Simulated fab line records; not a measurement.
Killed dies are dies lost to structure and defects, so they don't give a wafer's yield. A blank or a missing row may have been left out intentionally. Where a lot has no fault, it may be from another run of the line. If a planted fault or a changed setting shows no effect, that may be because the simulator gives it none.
fab line records	flow nand-harc
[record] lots = 12	wafers = 36	last-day = 33
route steps=1302 shown A_CHANNEL_FILL_D1@509 A_ONON_D2@550 A_CHANNEL_HOLE_D2@571 END@1302
lots that met no fault: from a run of the same line without faults
start-h: the number of hours between the record's first day and the start of the first shown wafer of the lot	wait-h: how many hours have passed since the lot's step before this one	" identical to the entry in the row above	L1.1+2: one row covering several wafers at once	- no value, or no start was given	* or withheld: withheld	< > ~ a bound
route shown NAME@n: NAME is a module with steps in the file, n the number in the route of the first one	usual: average and standard deviation across the fault-free wafers	same: alike in all rows	chamber/n: place in a boat	sites: each site's reading	_std_site: the standard deviation of these	_edge_site: outer sites' mean less inner sites'	radius-mm: for every site, how far away it sits from the centre of the wafer	mask NAME#n: copy n	behind: the most recent tool/chamber to have shaped the wafer	hold: what put the lot on hold/how long, in hours/how the hold closed	device: names the non-switching transistor (n, p or np)	end of line: the tests these same wafers got at the end of their route	step lacking rows: just its recipe	killed: count of dies lost to structure and defects at first sort (not the wafer's yield)	map: dies across one wafer; x = killed, . = not, _ = none there
set.NAME: the setting the step ran with; set.NAME@STEP: the setting that earlier step ran with	model.NAME: the simulator's own value behind a step, which no gauge read
the route's steps for a sample of lots (tables are steps, rows are wafers)
services: the hour from which a tool's chamber was out of use, counted from the record's first day as start-h (under 0 if before that day), plus the number of hours and why
[[steps]]
[step NHARC_A_CHANNEL_FILL_D1_STRIP_29]
[recipe] time-s = 20	o2-flow-sccm = 500	ar-flow-sccm = 0	bias-w = 0	chemistry = O2
[usual] chamber-pressure-mTorr = 59.99/0.056	drypump-motor-current-A = 5.8/0.6	o2-flow-sccm = 500.0/1.5	oes-product-au = 0.999/0.0075	rf-vpp-V = 57.8/0.87	showerhead-plenum-p-Torr = 3.49/0.13	throttle-valve-pct = 17.036/0.0095
lot.wafer	tool	chamber	start-h	wait-h	chamber-pressure-mTorr	drypump-motor-current-A	o2-flow-sccm	oes-product-au	rf-hours-counter-h	rf-vpp-V	showerhead-plenum-p-Torr	throttle-valve-pct
L735.1	rie-diel-13	3	247.52	0.6	59.98	5.6	497.3	1.008	3.4	57.5	3.35	17.032
L735.3	"	1	"	"	59.87	5.0	499.1	1.018	3.3	57.1	3.37	17.021
L735.5	"	3	"	"	59.99	5.6	499.4	0.995	-	56.9	3.35	17.048
L736.1	rie-diel-10	3	-	-	59.94	6.6	500.5	1.001	0.1	58.5	3.58	17.041
L736.4	"	0	"	"	59.99	6.4	502.1	1.001	0.1	57.1	3.55	17.015
L736.5	"	3	"	"	59.96	6.6	501.4	0.999	-	56.5	3.58	17.027
L737.4	rie-diel-05	3	-	-	60.07	5.1	500.7	0.978	1.2	58.5	3.39	17.017
L737.2	"	0	"	"	59.93	5.4	499.6	1.004	1.2	57.7	3.75	17.031
L737.6	"	2	"	"	59.93	5.1	501.1	1.004	-	58.0	3.43	17.041
L738.1	rie-diel-13	0	-	-	59.99	6.5	499.8	0.988	5.0	57.8	3.41	17.030
L738.2	"	1	"	"	59.97	5.0	502.1	1.015	5.7	58.7	3.37	17.035
L738.3	"	2	"	"	60.03	5.4	500.6	1.006	5.7	57.3	3.58	17.035
L739.2	rie-diel-10	0	-	-	59.94	6.4	500.1	0.989	1.8	58.8	3.55	17.033
L739.3	"	1	"	"	60.11	6.5	498.1	0.997	1.4	57.7	3.37	17.055
L739.1	"	2	"	"	60.00	6.0	498.8	0.993	2.0	58.5	3.63	17.018
L741.1	rie-diel-13	3	306.60	0.1	60.01	5.6	501.4	0.992	7.6	56.3	3.35	17.037
L741.3	"	1	"	"	59.98	5.0	498.9	0.994	7.9	58.0	3.37	17.040
L741.5	"	3	"	"	60.04	5.6	500.6	0.990	-	57.7	3.34	17.024
L747.2	rie-diel-05	3	-	-	59.99	5.2	498.6	1.002	7.2	57.7	3.38	17.048
L747.1	"	0	"	"	60.11	5.5	500.2	1.014	6.6	59.0	3.74	17.027
L747.4	"	2	"	"	59.95	5.1	497.8	1.007	7.4	57.2	3.43	17.047
L748.4	rie-diel-10	1	-	-	60.02	6.5	500.2	0.995	5.5	57.4	3.36	17.027
L748.2	"	3	"	"	59.94	6.6	501.1	0.997	7.6	58.5	3.58	17.038
L748.5	"	2	"	"	60.02	6.0	500.4	0.998	-	57.8	3.63	17.040
L752.2	rie-diel-13	2	-	-	60.01	5.4	500.1	0.992	2.7	58.2	3.58	17.048
L752.3	"	3	"	"	59.99	5.6	501.1	0.991	3.4	57.6	3.34	17.053
L752.4	"	1	"	"	60.11	5.0	503.1	1.002	2.6	57.7	3.36	17.034
L754.1	rie-diel-10	3	-	-	59.98	6.6	500.7	1.000	0.2	57.1	3.58	17.025
L754.3	"	0	"	"	60.06	6.4	500.6	1.008	0.2	56.9	3.55	17.040
L754.6	"	2	"	"	59.97	6.0	498.3	1.004	-	58.1	3.63	17.035
L756.1	rie-diel-13	0	-	-	60.05	6.4	501.3	1.009	5.0	57.2	3.41	17.058
L756.2	"	1	"	"	59.93	5.0	501.3	1.009	4.1	58.0	3.36	17.043
L756.5	"	3	"	"	59.97	5.6	498.9	1.000	-	59.4	3.34	17.037
L757.2	rie-diel-10	3	459.05	0.1	60.02	6.6	498.7	0.992	1.9	57.8	3.58	17.040
L757.3	"	0	"	"	60.06	6.4	502.5	1.000	1.9	58.8	3.55	17.050
L757.4	"	1	"	"	59.89	6.5	498.0	1.005	-	57.8	3.36	17.040
[step NHARC_A_ONON_D2_THK_MEAS_08]
[recipe] thk-meas-gauge = ellipsometry
[usual] thk-nm = 1002/7.8
lot.wafer	tool	chamber	start-h	wait-h	thk-nm
L735.1	film-metro-01	-	290.14	-	1004
L735.3	"	-	"	"	1002
L735.5	"	-	"	"	1002
L736.1	film-metro-02	-	301.00	-	1003
L736.4	"	-	"	"	1004
L736.5	"	-	"	"	1002
L737.2	film-metro-01	-	310.13	-	1003
L737.4	"	-	"	"	1005
L737.6	"	-	"	"	1003
L738.1	film-metro-01	-	320.51	-	985
L738.2	"	-	"	"	986
L738.3	"	-	"	"	984
L739.1	film-metro-01	-	328.93	-	999
L739.2	"	-	"	"	999
L739.3	"	-	"	"	1002
L741.1	film-metro-01	-	349.06	-	1011
L741.3	"	-	"	"	1011
L741.5	"	-	"	"	1010
L747.1	film-metro-01	-	419.18	-	991
L747.2	"	-	"	"	988
L747.4	"	-	"	"	989
L748.2	film-metro-02	-	428.14	-	989
L748.4	"	-	"	"	990
L748.5	"	-	"	"	992
L752.2	film-metro-02	-	478.70	-	1009
L752.3	"	-	"	"	1007
L752.4	"	-	"	"	1007
L754.1	film-metro-02	-	484.88	-	998
L754.3	"	-	"	"	998
L754.6	"	-	"	"	999
L756.1	film-metro-01	-	485.03	-	992
L756.2	"	-	"	"	993
L756.5	"	-	"	"	994
L757.2	film-metro-01	-	508.18	-	1013
L757.3	"	-	"	"	1010
L757.4	"	-	"	"	1012
[step NHARC_A_ONON_D2_DEP_12]
[recipe] target-thk-a = 10000	n2-flow-sccm = 2750	n2o-flow-sccm = 2000	nh3-flow-sccm = 500	sih4-flow-sccm = 210	temp-c = 400
[usual] n2-flow-sccm = 2748/8.2
lot.wafer	tool	chamber	start-h	wait-h	n2-flow-sccm
L735.1	pecvd-onon-04	0	290.77	0.1	2760
L735.3	"	0	"	"	2751
L735.5	"	0	"	"	2746
L736.1	pecvd-onon-04	0	301.61	0.1	2760
L736.4	"	0	"	"	2746
L736.5	"	0	"	"	2741
L737.2	pecvd-onon-04	0	310.80	0.1	2749
L737.4	"	0	"	"	2744
L737.6	"	0	"	"	2742
L738.1	pecvd-onon-01	0	321.13	0.1	2733
L738.2	"	0	"	"	2743
L738.3	"	0	"	"	2746
L739.1	pecvd-onon-01	0	329.55	0.1	2740
L739.2	"	0	"	"	2742
L739.3	"	0	"	"	2753
L741.1	pecvd-onon-04	0	349.68	0.1	2754
L741.3	"	0	"	"	2748
L741.5	"	0	"	"	2751
L747.1	pecvd-onon-04	0	419.80	0.1	2756
L747.2	"	0	"	"	2750
L747.4	"	0	"	"	2749
L748.2	pecvd-onon-04	0	428.82	0.1	2757
L748.4	"	0	"	"	2746
L748.5	"	0	"	"	2756
L752.2	pecvd-onon-01	0	479.38	0.1	2752
L752.3	"	0	"	"	2742
L752.4	"	0	"	"	2746
L754.1	pecvd-onon-01	0	485.50	0.1	2761
L754.3	"	0	"	"	2755
L754.6	"	0	"	"	2750
L756.1	pecvd-onon-04	0	485.65	0.1	2753
L756.2	"	0	"	"	2741
L756.5	"	0	"	"	2752
L757.2	pecvd-onon-01	0	508.86	0.1	2749
L757.3	"	0	"	"	2748
L757.4	"	0	"	"	2751
[step NHARC_A_ONON_D2_THK_MEAS_14]
[recipe] thk-meas-gauge = ellipsometry
[usual] thk-nm = 1000/9.5
lot.wafer	tool	chamber	start-h	wait-h	thk-nm
L735.1	film-metro-02	-	291.28	-	1022
L735.3	"	-	"	"	1022
L735.5	"	-	"	"	1023
L736.1	film-metro-01	-	302.13	-	982
L736.4	"	-	"	"	982
L736.5	"	-	"	"	982
L737.2	film-metro-01	-	311.26	-	1005
L737.4	"	-	"	"	1007
L737.6	"	-	"	"	1005
L738.1	film-metro-02	-	321.64	-	1004
L738.2	"	-	"	"	1003
L738.3	"	-	"	"	1003
L739.1	film-metro-02	-	330.07	-	1001
L739.2	"	-	"	"	1002
L739.3	"	-	"	"	1003
L741.1	film-metro-01	-	350.20	-	984
L741.3	"	-	"	"	986
L741.5	"	-	"	"	984
L747.1	film-metro-02	-	420.32	-	1586
L747.2	"	-	"	"	1586
L747.4	"	-	"	"	1587
L748.2	film-metro-02	-	429.27	-	1596
L748.4	"	-	"	"	1596
L748.5	"	-	"	"	1595
L752.2	film-metro-01	-	479.83	-	1008
L752.3	"	-	"	"	1007
L752.4	"	-	"	"	1007
L754.1	film-metro-01	-	486.01	-	982
L754.3	"	-	"	"	985
L754.6	"	-	"	"	985
L756.1	film-metro-02	-	486.16	-	998
L756.2	"	-	"	"	997
L756.5	"	-	"	"	999
L757.2	film-metro-02	-	509.31	-	997
L757.3	"	-	"	"	998
L757.4	"	-	"	"	997
[step NHARC_A_CHANNEL_HOLE_D2_DEP_01]
[recipe] target-thk-a = 1400	target-thk-nm = 140	temp-c = 400	pressure-torr = 3.5	flow-sccm = 200	rf-w = 350	material = SiON
[usual] heater-power-w = 742/64	rf-fwd-power-W = 348.7/1
lot.wafer	tool	chamber	start-h	wait-h	heater-power-w	rf-fwd-power-W
L735.1	pecvd-04	1	304.19	1.6	828	349.6
L735.3	"	2	"	"	746	350.3
L735.5	"	2	"	"	766	350.1
L736.1	pecvd-04	0	320.95	1.7	745	349.0
L736.5	"	2	"	"	652	348.2
L736.4	"	0	"	"	745	350.9
L737.2	pecvd-02	1	331.12	1.3	768	347.6
L737.4	"	2	"	"	623	347.5
L737.6	"	0	"	"	700	348.5
L738.1	pecvd-02	2	337.01	1.8	743	346.7
L738.3	"	0	"	"	649	348.3
L738.2	"	1	"	"	734	347.2
L739.3	pecvd-04	2	343.52	1.0	692	348.2
L739.2	"	0	"	"	856	348.7
L739.1	"	1	"	"	826	349.7
L741.3	pecvd-02	2	362.83	1.0	690	347.8
L741.1	"	1	"	"	745	348.4
L741.5	"	1	"	"	738	347.1
L752.2	pecvd-03	2	493.94	1.3	750	347.4
L752.3	"	0	"	"	819	348.9
L752.4	"	1	"	"	734	348.2
L754.1	pecvd-03	1	503.49	1.6	835	349.7
L754.3	"	2	"	"	668	348.6
L754.6	"	0	"	"	765	348.7
L756.2	pecvd-02	2	503.72	1.3	648	348.4
L756.1	"	0	"	"	672	348.6
L756.5	"	0	"	"	688	349.5
L757.3	pecvd-03	1	521.52	1.0	816	348.8
L757.2	"	2	"	"	759	347.3
L757.4	"	1	"	"	823	347.5
[step NHARC_END_SORT_01]
[recipe] temp-c = 25
[usual] killed-at-array = 61/23	killed-at-other = 1.3/1.4	killed-at-periphery = 4.0/2.6	killed-dies = 66/22	killed-open = 3.4/1.8	killed-short = 2.3/1.4
[same] gross-dies = 677
lot.wafer	tool	chamber	start-h	wait-h	killed-at-array	killed-at-other	killed-at-periphery	killed-dies	killed-open	killed-short
L747.1	prober-02	0	694.16	2.5	671	0	6	677	4	3
L747.2	prober-02	0	694.96	2.8	673	0	4	677	7	1
L747.4	prober-02	0	696.54	3.4	669	1	7	677	9	2
L748.2	prober-01	0	723.46	2.8	675	0	2	677	2	1
L748.4	prober-01	0	725.06	3.4	672	1	4	677	6	2
L748.5	prober-01	0	725.86	3.7	673	0	4	677	6	5
// killed by level:class
L747.1 A_ONON_D2:area-dep=621 A_CHANNEL_HOLE_D1:chamber-film-flake=36 A_STAIRCASE:chamber-film-flake=3 A_M0:geometric-particle:open=2 P_GATE:chamber-film-flake=2 A_ZERO_WELL:chamber-film-flake=2 P_CONTACT:geometric-particle:open=1 P_M2:geometric-particle:open=1
L747.2 A_ONON_D2:area-dep=611 A_CHANNEL_HOLE_D1:chamber-film-flake=37 A_STAIRCASE:chamber-film-flake=7 A_CHANNEL_FILL_D2:geometric-particle:open=5 A_BONDPAD:chamber-film-flake=4 P_GATE:chamber-film-flake=2 A_ONON_D2:geometric-particle:open=1 A_CHANNEL_FILL_D2:geometric-particle:short=1
L747.4 A_ONON_D2:area-dep=610 A_CHANNEL_HOLE_D1:chamber-film-flake=32 A_STAIRCASE:chamber-film-flake=9 A_BONDPAD:chamber-film-flake=4 A_ZERO_WELL:chamber-film-flake=3 P_CONTACT:geometric-particle:open=2 P_ZERO_WELL:chamber-film-flake=2 A_CONTACT:chamber-film-flake=2
L748.2 A_ONON_D2:area-dep=611 A_CHANNEL_HOLE_D1:chamber-film-flake=31 A_CHANNEL_HOLE_D2:chamber-film-flake=24 A_SLIT:chamber-film-flake=3 A_STAIRCASE:chamber-film-flake=3 A_CONTACT:chamber-film-flake=2 P_CONTACT:geometric-particle:open=1 P_M2:geometric-particle:short=1
L748.4 A_ONON_D2:area-dep=600 A_CHANNEL_HOLE_D1:chamber-film-flake=31 A_CHANNEL_HOLE_D2:chamber-film-flake=20 A_SLIT:chamber-film-flake=6 A_STAIRCASE:chamber-film-flake=5 A_CONTACT:chamber-film-flake=3 A_ONON_D1:geometric-particle:open=2 P_STI:geometric-particle:short=1
L748.5 A_ONON_D2:area-dep=591 A_CHANNEL_HOLE_D1:chamber-film-flake=38 A_CHANNEL_HOLE_D2:chamber-film-flake=27 A_DECK1_JOINT:geometric-particle:open=3 A_SLIT:chamber-film-flake=3 A_ONON_D2:geometric-particle:short=2 P_M2:chamber-film-flake=2 A_CONTACT:chamber-film-flake=2
[[services]]
tool	chamber	start-h	hours	kind
pecvd-02	-	227.11	13.0	pm
rie-diel-10	-	242.50	9.0	pm
rie-diel-13	0	242.54	4.3	repair
pecvd-onon-01	-	269.13	13.0	pm
pecvd-04	-	269.54	13.0	pm
rie-diel-13	0	288.67	14.8	repair
rie-diel-13	2	300.44	9.4	repair
pecvd-onon-04	-	311.10	13.0	pm
pecvd-onon-01	-	322.46	3.8	repair
rie-diel-13	-	329.93	0.3	repair
rie-diel-10	2	334.37	2.5	repair
rie-diel-13	-	342.02	9.0	pm
pecvd-02	-	361.38	0.6	repair
rie-diel-10	3	362.38	2.8	repair
rie-diel-10	-	365.59	0.1	repair
pecvd-02	-	408.11	13.0	pm
rie-diel-10	-	419.50	9.0	pm
rie-diel-10	2	446.74	13.7	repair
pecvd-onon-01	-	450.13	13.0	pm
rie-diel-13	3	467.93	1.9	repair
rie-diel-13	3	475.17	6.2	repair
rie-diel-13	1	480.86	5.4	repair
pecvd-onon-04	-	492.10	13.0	pm
rie-diel-13	-	519.04	9.0	pm
[[key]]
[first-sign] step = NHARC_A_ONON_D2_THK_MEAS_14	reading = thk-nm	direction = up	sigmas = 62	usual = 1000	struck = 1591
[effect] step = NHARC_END_SORT_01	reading = killed-dies	direction = up	sigmas = 27	usual = 66	struck = 677
[more-kills-born-at] NHARC_A_ONON_D2_DEP_12@pecvd-onon-04 = 3644
met-at NHARC_A_ONON_D2_DEP_12
struck-lots L747,L748
struck-wafers L747.1,L747.2,L747.4,L748.2,L748.4,L748.5
later-rows-left-out L747.1,L747.2,L747.4,L748.2,L748.4,L748.5
tester-left-out L747,L748
not-acting-at NHARC_A_CHANNEL_FILL_D1_STRIP_29,NHARC_A_ONON_D2_THK_MEAS_08,NHARC_A_CHANNEL_HOLE_D2_DEP_01
onset-between 349.68 419.80
[fault] kind = process-parameter-drift	tool = pecvd-onon-04	chamber = 0	onset-h = 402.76	steps = NHARC_A_ONON_D2_DEP_12	channel = target-thk-a	offset = *	shape = step	end-h = 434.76	acts-in = *	stated = *
// tester-left-out: of these lots the tester's yield and bins aren't shown, on N5 and GAA mostly nor the transistor test; their killed dies are dies lost to structure and defects alone, not to doping, threshold or leakage, so they don't give the yield
// later-rows-left-out: the simulator's readings of these wafers behind a module that went badly wrong aren't trusted and aren't shown, but for the sort
